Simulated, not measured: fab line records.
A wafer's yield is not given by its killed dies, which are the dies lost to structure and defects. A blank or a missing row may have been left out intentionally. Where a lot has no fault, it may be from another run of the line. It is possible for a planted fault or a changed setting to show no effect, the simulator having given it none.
A struck lot beside a sound one ; flow n5Finfet ; 44 steps out of a route of 1938
Sound: these wafers, L209.2, L209.3, L209.4. Struck: wafers L218.1, L218.2, L218.5. Last of all comes the cause.
Order at every step that has rows: each side's tool, ch and its chambers, its first start. Under that, the readings that differ: sound wafers ; struck wafers ; difference of the means ; sigmas: that difference in standard deviations of wafers without a fault.
alike: readings with means less than 2 such deviations apart, plus words and numbers identical on both sides. not compared: withheld readings, readings lacking a value on some wafer, bounds such as >300 that could conceal the same value, and numbers that have no deviation in the record and whose values overlap.
The two part at a step that has a row with sigmas, a row that says differs or no value, or rows on one side only. When numbers do not overlap yet have no deviation, they are printed without sigmas and do not part them. Lack of a reading on every wafer of one side parts them only where that side has two or more wafers.

first, 5 steps without rows for these wafers: N5_BEOL_M6_ALD_77 (deposits TaN, target thk 2 nm, pulse time 2 s, purge time 3 s); N5_BEOL_M6_SURFACE_TREAT_79; N5_BEOL_M6_CVD_78 (deposits Co from CCTBA/H2, target thk 2 nm, time 142.3 s); N5_BEOL_M6_SPUTTER_48 (material Cu, target thk 10 nm, time 1.667 s); N5_BEOL_M6_ECD_50 (material Cu, target thk 300 nm).
N5_BEOL_M6_ANNEAL_51: time 90 s.
  sound on rtpAnneal-01 ch 0, day 10 01:41; struck on rtpAnneal-02 ch 0, day 13 00:37
  alike: wafer_temp_C_max
then, 1 step without rows for these wafers: N5_BEOL_M6_CMP_52 (polishes, stops on SiCOH lowk, t overpolish 6.9 s, target thk 80 nm).
N5_BEOL_M6_THK_MEAS_53: measures by xrf.
  sound on filmMetro-01 at day 10 02:14; struck on filmMetro-01 at day 13 01:13
  alike: M6_THK
then, 1 step without rows for these wafers: N5_BEOL_M6_PRE_CLEAN_55 (time 15 s).
N5_BEOL_M6_DEP_56: deposits SiCN from 3MS/NH3, target thk 10 nm, time 17.5 s.
  sound on pecvd-04 ch 1,2, day 10 02:17; struck on pecvd-04 ch 0,1,2, day 13 01:16
  alike: showerheadPlenumPTorr, throttleValvePct
N5_BEOL_M6_RS_MEAS_57: measurement is done with a four-point probe.
  sound on filmMetro-01 at day 10 02:22; struck on filmMetro-01 at day 13 01:20
  alike: M6_RS
N5_BEOL_M6_INSPECT_58: inspects for defects (darkfield).
  sound on defectInspect-01 at day 10 02:23; struck on defectInspect-02 at day 13 01:22
  alike: rawDefectCount
N5_BEOL_M7_ILD_DEP_00: deposits SiCOH lowk from DEMS/porogen, target thk 179.75 nm, time 33.4 s.
  sound on pecvd-02 ch 0,1, day 10 02:26; struck on pecvd-02 ch 0,1, day 13 01:25
reading;sound;struck;difference;sigmas
susceptorTempC (C);300.08 300.10 299.95;296.08 296.18 296.05;-3.94;-22
model.SiCOH_lowk_of_BEOL_M7_ILD_DEP_00.thkNm (nm);177 179.4 179.8;183.4 184.4 183.4;+5.0;
  alike: heaterPowerW, showerheadPlenumPTorr, throttleValvePct
then, 1 step without rows for these wafers: N5_BEOL_M7_CURE_74 (cures SiCOH lowk, time 240 s).
N5_BEOL_M7_THK_MEAS_01:
  sound on filmMetro-02 at day 10 04:47; struck on filmMetro-01 at day 13 03:51
reading;sound;struck;difference;sigmas
M7_ILD_THK (nm);152.8 154.6 155.1;158.2 159.3 158.2;+4.4;+2
then, 1 step without rows for these wafers: N5_BEOL_M7_PECVD_70 (deposits SiO2 from TEOS/O2, target thk 20 nm, time 22.7 s).
N5_BEOL_M7_HM_DEP_02: deposits TiN, target thk 20 nm.
  sound on pvdSputter-03 at day 10 07:52; struck on pvdSputter-02 at day 13 04:20
  alike: substrateTempC, susceptorTempC, throttleValvePct
then, 8 steps without rows for these wafers: N5_BEOL_M7_COAT_59 (time 60 s, resist thk 100 nm); N5_BEOL_M7_COAT_60 (time 60 s, resist thk 35 nm); N5_BEOL_M7_COAT_05 (resist thk 90 nm); N5_BEOL_M7_EBR_07; N5_BEOL_M7_SOFTBAKE_06 (time 60 s); N5_BEOL_M7_EXPOSE_08 (exposes mask M7); N5_BEOL_M7_PEB_09 (peb time 60 s); N5_BEOL_M7_DEVELOP_10 (develop time 30 s).
N5_BEOL_M7_CD_MEAS_11: the cd target is 38.5 nm.
  sound on cdSem-01 ch 0, day 10 08:22; struck on cdSem-01 ch 0, day 13 04:50
  alike: cdNm
N5_BEOL_M7_OVL_MEAS_12:
  sound on overlay-01 ch 0, day 10 08:23; struck on overlay-01 ch 0, day 13 04:52
  alike: M7_OVL
N5_BEOL_M7_INSPECT_13: inspects for defects (brightfield).
  sound on defectInspect-02 at day 10 08:25; struck on defectInspect-01 at day 13 04:53
  alike: rawDefectCount
then, 1 step without rows for these wafers: N5_BEOL_M7_DESCUM_16 (chemistry O2, time 7.9 s).
N5_BEOL_M7_ETCH_61: etches SiARC in CF4, target depth 45.5 nm, time 75.8 s.
  sound on rieDiel-01 ch 0,2,3, day 10 08:31; struck on rieDiel-03 ch 1,2,3, day 13 04:58
  alike: drypumpMotorCurrentA, etchRfOnTimeS, oesProductAu, rfVppV, showerheadPlenumPTorr, throttleValvePct
  not compared: rfHoursCounterH
N5_BEOL_M7_ETCH_62: etches SOC in N2/H2, target depth 110 nm, overetch 22 nm, time 165 s.
  sound on rieDiel-01 ch 0,2,3, day 10 08:34; struck on rieDiel-03 ch 1,2,3, day 13 05:01
  alike: drypumpMotorCurrentA, oesProductAu, rfVppV, showerheadPlenumPTorr, throttleValvePct
  not compared: rfHoursCounterH
then, 4 steps without rows for these wafers: N5_BEOL_M7_STRIP_68 (strips in N2/H2); N5_BEOL_M7_STRIP_67 (strips in CF4); N5_BEOL_M7_HM_OPEN_17 (chemistry Cl2/BCl3, target TiN, target depth 20 nm, overetch 6 nm); N5_BEOL_M7_STRIP_19 (strips in O2).
N5_BEOL_M7_CD_MEAS_18: pitch 80 nm, target cd 40 nm.
  sound on cdSem-03 at day 10 08:56; struck on cdSem-02 at day 13 05:23
  alike: cdNm
then, 6 steps without rows for these wafers: N5_BEOL_M7_COAT_63 (time 60 s, resist thk 60 nm); N5_BEOL_M7_COAT_64 (time 60 s, resist thk 12 nm); N5_BEOL_M7_COAT_71 (time 60 s, resist thk 5 nm); N5_BEOL_M7_COAT_22 (resist thk 30 nm); N5_BEOL_M7_EBR_24; N5_BEOL_M7_SOFTBAKE_23 (time 60 s).
N5_BEOL_M7_CMP_52: polishes, stops on SiCOH lowk, t overpolish 6.9 s, target thk 80 nm.
  sound on cmp-04 ch 1,2,3, day 10 14:26; struck on cmp-02 ch 0,1,3, day 13 12:40
reading;sound;struck;difference;sigmas
model.SiCOH_lowk_of_BEOL_M7_ILD_DEP_00.thkNm (nm);149.6 151.8 152.2;155.2 156 155.2;+4.3;
  alike: barrierFieldEndpointS, motorCurrentA, overpolishRunS, timeToEndpointS
  not compared: padLifeWafers
N5_PASSIVATION_PROBE_49:
  sound wafers here have rows in the record (prober-01, day 13 20:07); struck ones have none

## WHERE THEY PART
First at N5_BEOL_M7_ILD_DEP_00; last, within this record, at N5_PASSIVATION_PROBE_49.

WHY: what the simulator had put in
Process parameter drift: pecvd-02, from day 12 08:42 on, at N5_BEOL_M7_ILD_DEP_00. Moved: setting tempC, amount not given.
